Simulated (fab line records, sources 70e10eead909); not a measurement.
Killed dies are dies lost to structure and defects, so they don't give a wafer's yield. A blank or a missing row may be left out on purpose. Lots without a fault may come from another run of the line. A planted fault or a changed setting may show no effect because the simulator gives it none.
Which tool did it? | flow nand_harc | 24 lots, 72 wafers sampled, at 6 steps of a route of 1159

WHAT THE GAUGES READ, wafer by wafer
The record holds no reading of a measuring or inspecting step that can be judged against a usual standard deviation.

WHICH TOOL RAN EACH LOT (tool, then ch and the chambers of the sampled wafers, then the start)
lot  | NHARC_A_CHANNEL_FILL_D1_CMP_10 | NHARC_A_CHANNEL_FILL_D1_RTA_24   | NHARC_A_STAIRCASE_ETCH_170     | NHARC_A_STAIRCASE_ETCH_17      | NHARC_A_STAIRCASE_ETCH_25      | NHARC_A_STAIRCASE_ETCH_27
L074 | cmp-04 ch 0,3, day 10 16:17    | rtp_anneal-01 ch 0, day 10 16:41 | rie_diel-08 ch 2,3, no start   | rie_diel-02 ch 2,3, no start   | rie_diel-08 ch 2,3, no start   | rie_diel-08 ch 0,2,3, no start
L075 | cmp-02 ch 0,1,3, day 10 16:19  | rtp_anneal-01 ch 0, day 10 16:52 | rie_diel-08 ch 0,2,3, no start | rie_diel-02 ch 0,2,3, no start | rie_diel-02 ch 0,1,2, no start | rie_diel-02 ch 0,1,2, no start
L076 | cmp-04 ch 0,2,3, day 11 08:49  | rtp_anneal-01 ch 0, day 11 09:14 | rie_diel-02 ch 1,2,3, no start | rie_diel-01 ch 0,1,2, no start | rie_diel-02 ch 0,2,3, no start | rie_diel-02 ch 0,3, no start
L077 | cmp-01 ch 0,1,2, day 11 12:15  | rtp_anneal-02 ch 0, day 11 12:42 | rie_diel-01 ch 0,2,3, no start | rie_diel-01 ch 1,2,3, no start | rie_diel-01 ch 0,1,3, no start | rie_diel-01 ch 0,1,3, no start
L079 | cmp-04 ch 1,3, day 11 12:16    | rtp_anneal-01 ch 0, day 11 12:40 | rie_diel-02 ch 2,3, no start   | rie_diel-02 ch 0,3, no start   | rie_diel-02 ch 0,3, no start   | rie_diel-02 ch 0,2,3, no start
L078 | cmp-02 ch 0,2, day 11 20:52    | rtp_anneal-01 ch 0, day 11 21:17 | rie_diel-01 ch 0,2,3, no start | rie_diel-08 ch 0,3, no start   | rie_diel-02 ch 2,3, no start   | rie_diel-02 ch 2,3, no start
L080 | cmp-01 ch 0,1,3, day 12 00:35  | rtp_anneal-01 ch 0, day 12 00:59 | rie_diel-01 ch 0,1, no start   | rie_diel-01 ch 0,1, no start   | rie_diel-01 ch 0,1, no start   | rie_diel-01 ch 0,1,2, no start
L081 | cmp-02 ch 0,3, day 12 14:48    | rtp_anneal-01 ch 0, day 12 15:25 | rie_diel-01 ch 0,2, no start   | rie_diel-08 ch 1,2,3, no start | rie_diel-08 ch 2,3, no start   | rie_diel-08 ch 1,2,3, no start
L082 | cmp-04 ch 1,2,3, day 12 14:50  | rtp_anneal-01 ch 0, day 12 15:13 | rie_diel-02 ch 2,3, no start   | rie_diel-08 ch 2,3, no start   | rie_diel-01 ch 0,2, no start   | rie_diel-01 ch 0,1, no start
L083 | cmp-02 ch 0,2, day 12 19:47    | rtp_anneal-01 ch 0, day 12 20:11 | rie_diel-01 ch 0,1,2, no start | rie_diel-08 ch 0,1, no start   | rie_diel-01 ch 0,1,2, no start | rie_diel-01 ch 0,1,2, no start
L084 | cmp-01 ch 0,1, day 13 16:21    | rtp_anneal-01 ch 0, day 13 16:56 | rie_diel-01 ch 1,2, no start   | rie_diel-01 ch 1,2,3, no start | rie_diel-02 ch 1,2,3, no start | rie_diel-02 ch 1,2,3, no start
L086 | cmp-02 ch 1,2,3, day 13 16:23  | rtp_anneal-01 ch 0, day 13 16:48 | rie_diel-01 ch 0,1,2, no start | rie_diel-01 ch 0,2,3, no start | rie_diel-01 ch 0,2,3, no start | rie_diel-01 ch 0,1,3, no start
L087 | cmp-01 ch 0,2,3, day 13 21:16  | rtp_anneal-01 ch 0, day 13 21:50 | rie_diel-01 ch 0,1,3, no start | rie_diel-02 ch 1,2,3, no start | rie_diel-02 ch 1,2,3, no start | rie_diel-02 ch 1,2,3, no start
L085 | cmp-04 ch 1,2,3, day 13 21:18  | rtp_anneal-01 ch 0, day 13 22:01 | rie_diel-01 ch 0,1,2, no start | rie_diel-08 ch 0,2,3, no start | rie_diel-08 ch 1,2,3, no start | rie_diel-08 ch 0,2,3, no start
L089 | cmp-01 ch 0,1,3, day 14 08:01  | rtp_anneal-02 ch 0, day 14 08:28 | rie_diel-08 ch 1,3, no start   | rie_diel-02 ch 0,3, no start   | rie_diel-02 ch 1,2,3, no start | rie_diel-02 ch 2,3, no start
L090 | cmp-04 ch 0,1,3, day 14 08:05  | rtp_anneal-01 ch 0, day 14 08:30 | rie_diel-08 ch 1,2,3, no start | rie_diel-01 ch 2,3, no start   | rie_diel-08 ch 0,1,2, no start | rie_diel-08 ch 0,1,3, no start
L088 | cmp-02 ch 0,2, day 14 08:10    | rtp_anneal-02 ch 0, day 14 08:38 | rie_diel-08 ch 0,3, no start   | rie_diel-01 ch 0,1,3, no start | rie_diel-01 ch 2,3, no start   | rie_diel-01 ch 0,1,3, no start
L091 | cmp-04 ch 0,1,2, day 14 17:32  | rtp_anneal-02 ch 0, day 14 17:58 | rie_diel-01 ch 2,3, no start   | rie_diel-08 ch 1,2,3, no start | rie_diel-08 ch 0,3, no start   | rie_diel-08 ch 0,1,2, no start
L092 | cmp-02 ch 0,1, day 14 23:08    | rtp_anneal-02 ch 0, day 14 23:35 | rie_diel-01 ch 0,3, no start   | rie_diel-08 ch 1,2,3, no start | rie_diel-02 ch 0,1,3, no start | rie_diel-02 ch 0,1,2, no start
L093 | cmp-01 ch 0,1,3, day 15 04:41  | rtp_anneal-02 ch 0, day 15 05:05 | rie_diel-02 ch 1,2,3, no start | rie_diel-01 ch 0,1,3, no start | rie_diel-02 ch 0,2, no start   | rie_diel-02 ch 0,1,3, no start
L094 | cmp-04 ch 0,1, day 15 18:40    | rtp_anneal-02 ch 0, day 15 19:05 | rie_diel-02 ch 0,1,3, no start | rie_diel-01 ch 0,1,3, no start | rie_diel-01 ch 2,3, no start   | rie_diel-01 ch 0,2,3, no start
L095 | cmp-01 ch 1,3, day 15 18:42    | rtp_anneal-02 ch 0, day 15 19:16 | rie_diel-02 ch 1,2,3, no start | rie_diel-02 ch 0,1, no start   | rie_diel-02 ch 2,3, no start   | rie_diel-02 ch 0,1,2, no start
L096 | cmp-02 ch 0,3, day 16 08:10    | rtp_anneal-01 ch 0, day 16 08:35 | rie_diel-02 ch 0,2, no start   | rie_diel-02 ch 0,2,3, no start | rie_diel-02 ch 0,2, no start   | rie_diel-02 ch 0,1,2, no start
L097 | cmp-04 ch 1,2,3, day 16 14:58  | rtp_anneal-02 ch 0, day 16 15:20 | rie_diel-08 ch 2,3, no start   | rie_diel-02 ch 0,1,3, no start | rie_diel-02 ch 0,2,3, no start | rie_diel-02 ch 1,2,3, no start
- NHARC_A_CHANNEL_FILL_D1_CMP_10: polishes, target thk 150 nm.
- NHARC_A_CHANNEL_FILL_D1_RTA_24: time 5 s.
- NHARC_A_STAIRCASE_ETCH_170: etches the open film in C4F6/O2, target depth 200 nm, time 66.667 s.
- NHARC_A_STAIRCASE_ETCH_17: etches the open film in C4F8/O2, target depth 100 nm, time 40.5 s.
- NHARC_A_STAIRCASE_ETCH_25: etches the open film in C4F8/O2, target depth 100 nm, time 40.5 s.
- NHARC_A_STAIRCASE_ETCH_27: etches the open film in C4F8/O2, target depth 100 nm, time 40.5 s.

WHAT THE TOOLS THEMSELVES READ (means of the sampled wafers that have a number; where no wafer has one, the mark that the record gives instead)
NHARC_A_CHANNEL_FILL_D1_CMP_10. Usual: motor_current_A 12.3 A, standard deviation 1.2; time_to_endpoint_s 14.7 s, standard deviation 2.1.
lot  | tool   | motor_current_A (A) | time_to_endpoint_s (s) | flag
L074 | cmp-04 | 13.6                | 15.6                   |
L075 | cmp-02 | 12.7                | 13.1                   |
L076 | cmp-04 | 13.1                | 16.8                   |
L077 | cmp-01 | 11.6                | 14.1                   |
L079 | cmp-04 | 13.5                | 16.0                   |
L078 | cmp-02 | 12.7                | 12.6                   |
L080 | cmp-01 | 11.8                | 15.2                   |
L081 | cmp-02 | 12.3                | 14.9                   |
L082 | cmp-04 | 13.8                | 13.4                   |
L083 | cmp-02 | 12.2                | 14.9                   |
L084 | cmp-01 | 12.3                | 15.4                   |
L086 | cmp-02 | 11.5                | 16.4                   |
L087 | cmp-01 | 11.8                | 12.9                   |
L085 | cmp-04 | 13.6                | 12.0                   |
L089 | cmp-01 | 11.7                | 15.4                   |
L090 | cmp-04 | 12.9                | 14.1                   |
L088 | cmp-02 | 12.7                | 13.1                   |
L091 | cmp-04 | 12.6                | 16.2                   |
L092 | cmp-02 | 12.3                | 15.8                   |
L093 | cmp-01 | 11.6                | 16.0                   |
L094 | cmp-04 | 11.8                | 15.6                   |
L095 | cmp-01 | 11.3                | 13.1                   |
L096 | cmp-02 | 13.1                | 12.4                   |
L097 | cmp-04 | 13.8                | 12.9                   |

NHARC_A_CHANNEL_FILL_D1_RTA_24. Usual: lamp_power_pct 33.0 %, standard deviation 1.8; wafer_temp_C_max 1005.7, standard deviation 1.5.
lot  | tool          | lamp_power_pct (%) | wafer_temp_C_max | flag
L074 | rtp_anneal-01 | 31.6               | 1007.4           |
L075 | rtp_anneal-01 | 31.7               | 1005.5           |
L076 | rtp_anneal-01 | 31.7               | 1007.0           |
L077 | rtp_anneal-02 | 35.3               | 1004.5           |
L079 | rtp_anneal-01 | 31.7               | 1007.1           |
L078 | rtp_anneal-01 | 31.7               | 1006.7           |
L080 | rtp_anneal-01 | 31.7               | 1007.0           |
L081 | rtp_anneal-01 | 31.7               | 1008.2           |
L082 | rtp_anneal-01 | 31.6               | 1006.0           |
L083 | rtp_anneal-01 | 31.7               | 1005.7           |
L084 | rtp_anneal-01 | 31.7               | 1006.3           |
L086 | rtp_anneal-01 | 31.6               | 1006.9           |
L087 | rtp_anneal-01 | 31.7               | 1006.1           |
L085 | rtp_anneal-01 | 31.6               | 1007.3           |
L089 | rtp_anneal-02 | 35.3               | 1004.0           |
L090 | rtp_anneal-01 | 31.6               | 1006.1           |
L088 | rtp_anneal-02 | 35.3               | 1005.0           |
L091 | rtp_anneal-02 | 35.3               | 1004.6           |
L092 | rtp_anneal-02 | 35.3               | 1004.4           |
L093 | rtp_anneal-02 | 35.3               | 1004.7           |
L094 | rtp_anneal-02 | 35.3               | 1004.2           |
L095 | rtp_anneal-02 | 35.3               | 1004.0           |
L096 | rtp_anneal-01 | 31.7               | 1005.8           |
L097 | rtp_anneal-02 | 35.4               | 1004.4           |

NHARC_A_STAIRCASE_ETCH_170. Usual: drypump_motor_current_A 5.7 A, standard deviation 0.53; oes_product_au 0.972 a.u., standard deviation 0.016; rf_vpp_V 548 V, standard deviation 3.3; showerhead_plenum_p_Torr 3.98 Torr, standard deviation 0.16; throttle_valve_pct 26.903 %, standard deviation 0.0091.
lot  | tool        | drypump_motor_current_A (A) | oes_product_au (a.u.) | rf_vpp_V (V) | showerhead_plenum_p_Torr (Torr) | throttle_valve_pct (%) | flag
L074 | rie_diel-08 | 5.9                         | 0.977                 | 547          | 3.92                            | 26.906                 |
L075 | rie_diel-08 | 5.8                         | 0.957                 | 546          | 3.91                            | 26.904                 |
L076 | rie_diel-02 | 6.1                         | 0.968                 | 545          | 3.83                            | 26.905                 |
L077 | rie_diel-01 | 5.5                         | 0.973                 | 549          | 4.04                            | 26.902                 |
L079 | rie_diel-02 | 6.6                         | 0.976                 | 545          | 3.85                            | 26.892                 |
L078 | rie_diel-01 | 5.5                         | 0.985                 | 549          | 4.04                            | 26.901                 |
L080 | rie_diel-01 | 5.8                         | 0.975                 | 549          | 4.03                            | 26.905                 |
L081 | rie_diel-01 | 5.7                         | 0.953                 | 549          | 3.99                            | 26.902                 |
L082 | rie_diel-02 | 6.6                         | 0.954                 | 545          | 3.84                            | 26.906                 |
L083 | rie_diel-01 | 5.7                         | 0.950                 | 549          | 4.01                            | 26.901                 |
L084 | rie_diel-01 | 5.6                         | 0.949                 | 547          | 3.90                            | 26.898                 |
L086 | rie_diel-01 | 5.7                         | 0.965                 | 549          | 4.00                            | 26.898                 |
L087 | rie_diel-01 | 5.6                         | 0.991                 | 550          | 4.04                            | 26.898                 |
L085 | rie_diel-01 | 5.7                         | 0.965                 | 549          | 4.00                            | 26.906                 |
L089 | rie_diel-08 | 5.5                         | 1.000                 | 547          | 3.90                            | 26.898                 |
L090 | rie_diel-08 | 5.6                         | 0.993                 | 549          | 4.03                            | 26.899                 |
L088 | rie_diel-08 | 5.7                         | 0.992                 | 549          | 4.00                            | 26.915                 |
L091 | rie_diel-01 | 5.2                         | 0.973                 | 548          | 3.96                            | 26.909                 |
L092 | rie_diel-01 | 5.4                         | 0.962                 | 550          | 4.06                            | 26.905                 |
L093 | rie_diel-02 | 6.1                         | 0.972                 | 544          | 3.82                            | 26.903                 |
L094 | rie_diel-02 | 5.6                         | 0.969                 | 546          | 3.88                            | 26.907                 |
L095 | rie_diel-02 | 6.1                         | 0.970                 | 544          | 3.81                            | 26.906                 |
L096 | rie_diel-02 | 6.0                         | 0.972                 | 549          | 4.05                            | 26.897                 |
L097 | rie_diel-08 | 5.8                         | 0.965                 | 551          | 4.15                            | 26.908                 |

NHARC_A_STAIRCASE_ETCH_17. Usual: oes_product_au 0.940 a.u., standard deviation 0.011; rf_vpp_V 897 V, standard deviation 5.4.
lot  | tool        | oes_product_au (a.u.) | rf_vpp_V (V) | flag
L074 | rie_diel-02 | 0.942                 | 894          |
L075 | rie_diel-02 | 0.938                 | 897          |
L076 | rie_diel-01 | 0.949                 | 899          |
L077 | rie_diel-01 | 0.939                 | 897          |
L079 | rie_diel-02 | 0.934                 | 899          |
L078 | rie_diel-08 | 0.952                 | 899          |
L080 | rie_diel-01 | 0.948                 | 900          |
L081 | rie_diel-08 | 0.941                 | 893          |
L082 | rie_diel-08 | 0.948                 | 896          |
L083 | rie_diel-08 | 0.937                 | 895          |
L084 | rie_diel-01 | 0.944                 | 897          |
L086 | rie_diel-01 | 0.934                 | 899          |
L087 | rie_diel-02 | 0.939                 | 892          |
L085 | rie_diel-08 | 0.937                 | 902          |
L089 | rie_diel-02 | 0.944                 | 900          |
L090 | rie_diel-01 | 0.929                 | 896          |
L088 | rie_diel-01 | 0.939                 | 899          |
L091 | rie_diel-08 | 0.941                 | 900          |
L092 | rie_diel-08 | 0.941                 | 899          |
L093 | rie_diel-01 | 0.941                 | 899          |
L094 | rie_diel-01 | 0.943                 | 900          |
L095 | rie_diel-02 | 0.945                 | 899          |
L096 | rie_diel-02 | 0.943                 | 897          |
L097 | rie_diel-02 | 0.940                 | 894          |

NHARC_A_STAIRCASE_ETCH_25. Usual: oes_product_au 0.941 a.u., standard deviation 0.011; rf_vpp_V 897 V, standard deviation 5.8.
lot  | tool        | oes_product_au (a.u.) | rf_vpp_V (V) | flag
L074 | rie_diel-08 | 0.941                 | 897          |
L075 | rie_diel-02 | 0.940                 | 898          |
L076 | rie_diel-02 | 0.939                 | 898          |
L077 | rie_diel-01 | 0.940                 | 901          |
L079 | rie_diel-02 | 0.933                 | 895          |
L078 | rie_diel-02 | 0.934                 | 893          |
L080 | rie_diel-01 | 0.953                 | 900          |
L081 | rie_diel-08 | 0.947                 | 891          |
L082 | rie_diel-01 | 0.930                 | 898          |
L083 | rie_diel-01 | 0.950                 | 898          |
L084 | rie_diel-02 | 0.943                 | 893          |
L086 | rie_diel-01 | 0.951                 | 900          |
L087 | rie_diel-02 | 0.930                 | 893          |
L085 | rie_diel-08 | 0.939                 | 900          |
L089 | rie_diel-02 | 0.949                 | 891          |
L090 | rie_diel-08 | 0.943                 | 899          |
L088 | rie_diel-01 | 0.934                 | 896          |
L091 | rie_diel-08 | 0.938                 | 900          |
L092 | rie_diel-02 | 0.946                 | 894          |
L093 | rie_diel-02 | 0.951                 | 901          |
L094 | rie_diel-01 | 0.920                 | 897          |
L095 | rie_diel-02 | 0.937                 | 893          |
L096 | rie_diel-02 | 0.948                 | 900          |
L097 | rie_diel-02 | 0.950                 | 897          |

NHARC_A_STAIRCASE_ETCH_27. Usual: oes_product_au 0.940 a.u., standard deviation 0.012; rf_vpp_V 897 V, standard deviation 5.7.
lot  | tool        | oes_product_au (a.u.) | rf_vpp_V (V) | flag
L074 | rie_diel-08 | 0.951                 | 895          |
L075 | rie_diel-02 | 0.941                 | 898          |
L076 | rie_diel-02 | 0.941                 | 901          |
L077 | rie_diel-01 | 0.933                 | 900          |
L079 | rie_diel-02 | 0.938                 | 898          |
L078 | rie_diel-02 | 0.949                 | 897          |
L080 | rie_diel-01 | 0.927                 | 899          |
L081 | rie_diel-08 | 0.944                 | 893          |
L082 | rie_diel-01 | 0.942                 | 898          |
L083 | rie_diel-01 | 0.955                 | 898          |
L084 | rie_diel-02 | 0.923                 | 893          |
L086 | rie_diel-01 | 0.948                 | 900          |
L087 | rie_diel-02 | 0.944                 | 892          |
L085 | rie_diel-08 | 0.931                 | 902          |
L089 | rie_diel-02 | 0.946                 | 896          |
L090 | rie_diel-08 | 0.936                 | 898          |
L088 | rie_diel-01 | 0.940                 | 900          |
L091 | rie_diel-08 | 0.950                 | 899          |
L092 | rie_diel-02 | 0.936                 | 898          |
L093 | rie_diel-02 | 0.938                 | 894          |
L094 | rie_diel-01 | 0.926                 | 898          |
L095 | rie_diel-02 | 0.926                 | 896          |
L096 | rie_diel-02 | 0.938                 | 898          |
L097 | rie_diel-02 | 0.941                 | 892          |

THE ANSWER, worked out from the rows above alone
Rule: a lot is off if the mean of its wafers that have a number lies more than 3 standard deviations from the usual mean. A lot without any number at a reading at which 4 lots or more have one is off too. The other lots that the step has rows for count as sound. The gauges are gone through in route order, then the tools' own readings, and for those a lot's mean is taken as printed above. The first step at which some lot is off is used, and at that step the reading that is off furthest; a lot without a number counts as furthest.
No lot is off at any reading shown: from this, nothing can be told.

WHAT THE SIMULATOR HAD PUT IN
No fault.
